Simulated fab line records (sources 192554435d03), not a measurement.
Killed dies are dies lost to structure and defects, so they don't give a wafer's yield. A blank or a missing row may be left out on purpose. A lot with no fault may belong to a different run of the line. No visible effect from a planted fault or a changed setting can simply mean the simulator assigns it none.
Split-lot experiment / flow n5-finfet / on a route of 1938 steps: 7 lots, 21 wafers read

THE SPLIT ITSELF
At N5_BEOL_M15_TRENCH_ETCH_34 (etches SiO2 in C4F8/O2/Ar, target depth 872.93 nm, time 199 s), the setting bias-w was moved away from the recipe's 2040 W on 9 of the 21 wafers read, by -14.0% to +15.0%. The other wafers ran this setting at the recipe's value.

The reading is taken at the split's own step.

THE READING
rf-vpp-V, in V, at N5_BEOL_M15_TRENCH_ETCH_34 (etches SiO2 in C4F8/O2/Ar, target depth 872.93 nm, time 199 s). A value of 2220 V with a standard deviation of 24 V is what fault-free wafers of this fab line usually give.

wafer=L079.1; tool, chamber at the split=rie-diel-03, 1; bias-w as run, W=2157; against the recipe=+5.7%; rf-vpp-V, V=2332; against lot-mates on the recipe=+146
wafer=L079.2; tool, chamber at the split=rie-diel-03, 3; bias-w as run, W=2157; against the recipe=+5.7%; rf-vpp-V, V=2295; against lot-mates on the recipe=+109
wafer=L079.3; tool, chamber at the split=rie-diel-03, 2; bias-w as run, W=2040; against the recipe=recipe; rf-vpp-V, V=2186; against lot-mates on the recipe=-
wafer=L078.3; tool, chamber at the split=rie-diel-04, 2; bias-w as run, W=2040; against the recipe=recipe; rf-vpp-V, V=2196; against lot-mates on the recipe=-
wafer=L078.5; tool, chamber at the split=rie-diel-04, 3; bias-w as run, W=2040; against the recipe=recipe; rf-vpp-V, V=2234; against lot-mates on the recipe=-
wafer=L078.6; tool, chamber at the split=rie-diel-04, 2; bias-w as run, W=2040; against the recipe=recipe; rf-vpp-V, V=2193; against lot-mates on the recipe=-
wafer=L084.2; tool, chamber at the split=rie-diel-06, 3; bias-w as run, W=2040; against the recipe=recipe; rf-vpp-V, V=2197; against lot-mates on the recipe=-
wafer=L084.3; tool, chamber at the split=rie-diel-06, 2; bias-w as run, W=2040; against the recipe=recipe; rf-vpp-V, V=2249; against lot-mates on the recipe=-
wafer=L084.4; tool, chamber at the split=rie-diel-06, 1; bias-w as run, W=1754; against the recipe=-14.0%; rf-vpp-V, V=2028; against lot-mates on the recipe=-195
wafer=L086.1; tool, chamber at the split=rie-diel-03, 1; bias-w as run, W=2345; against the recipe=+15.0%; rf-vpp-V, V=2470; against lot-mates on the recipe=+226
wafer=L086.5; tool, chamber at the split=rie-diel-03, 0; bias-w as run, W=2345; against the recipe=+15.0%; rf-vpp-V, V=2423; against lot-mates on the recipe=+179
wafer=L086.6; tool, chamber at the split=rie-diel-03, 1; bias-w as run, W=2040; against the recipe=recipe; rf-vpp-V, V=2244; against lot-mates on the recipe=-
wafer=L089.2; tool, chamber at the split=rie-diel-03, 2; bias-w as run, W=2336; against the recipe=+14.5%; rf-vpp-V, V=2400; against lot-mates on the recipe=+213
wafer=L089.5; tool, chamber at the split=rie-diel-03, 2; bias-w as run, W=2040; against the recipe=recipe; rf-vpp-V, V=2187; against lot-mates on the recipe=-
wafer=L089.6; tool, chamber at the split=rie-diel-03, 3; bias-w as run, W=2336; against the recipe=+14.5%; rf-vpp-V, V=2425; against lot-mates on the recipe=+238
wafer=L092.2; tool, chamber at the split=rie-diel-06, 1; bias-w as run, W=2262; against the recipe=+10.9%; rf-vpp-V, V=2421; against lot-mates on the recipe=+177
wafer=L092.3; tool, chamber at the split=rie-diel-06, 0; bias-w as run, W=2040; against the recipe=recipe; rf-vpp-V, V=2244; against lot-mates on the recipe=-
wafer=L092.6; tool, chamber at the split=rie-diel-06, 3; bias-w as run, W=2262; against the recipe=+10.9%; rf-vpp-V, V=2359; against lot-mates on the recipe=+115
wafer=L094.2; tool, chamber at the split=rie-diel-06, 3; bias-w as run, W=2040; against the recipe=recipe; rf-vpp-V, V=2196; against lot-mates on the recipe=-
wafer=L094.5; tool, chamber at the split=rie-diel-06, 3; bias-w as run, W=2040; against the recipe=recipe; rf-vpp-V, V=2197; against lot-mates on the recipe=-
wafer=L094.6; tool, chamber at the split=rie-diel-06, 2; bias-w as run, W=2040; against the recipe=recipe; rf-vpp-V, V=2249; against lot-mates on the recipe=-

THE FIT
A straight line over all 21 wafers: rf-vpp-V changes by +14.6 V for each +1% of bias-w; r = +0.97; the points scatter about the line by 27 V.
The same after taking each lot's own level away (the mean of its wafers on the recipe; 21 wafers): +14.4 V for each +1%; r = +0.97; scatter 26 V.
On that fit, the largest move of bias-w shifts the reading by 2.1e+02 V.
The span of the lots' own levels, 2186.0 to 2244.0 V, comes to 2.4 times the standard deviation stated above.
So the lot-to-lot level changes the slope little: the two slopes agree.
Check: with one of the wafers moved furthest among these (+15.0%) left out of the fit, the line predicts +218 V for it against its lot-mates. It came out at +226 V against them.
Tool readings at the split's step, against how far the setting was moved: rf-vpp-V r = +0.97.

OTHER SPLITS APPLIED TO THESE WAFERS
Note: prior to the reading, these wafers also went through further splits. Each is held against what the fit with the lots' levels taken away leaves over:
other split on the same wafers=N5_BEOL_M15_PEB_26 peb-temp-c; wafers away from the commonest value=7; r with rf-vpp-V (lot level and that fit taken away)=-0.09

THE FILE'S OWN FIT
rf-vpp-V changes by +14.5 V for each +1% of bias-w, r = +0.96.
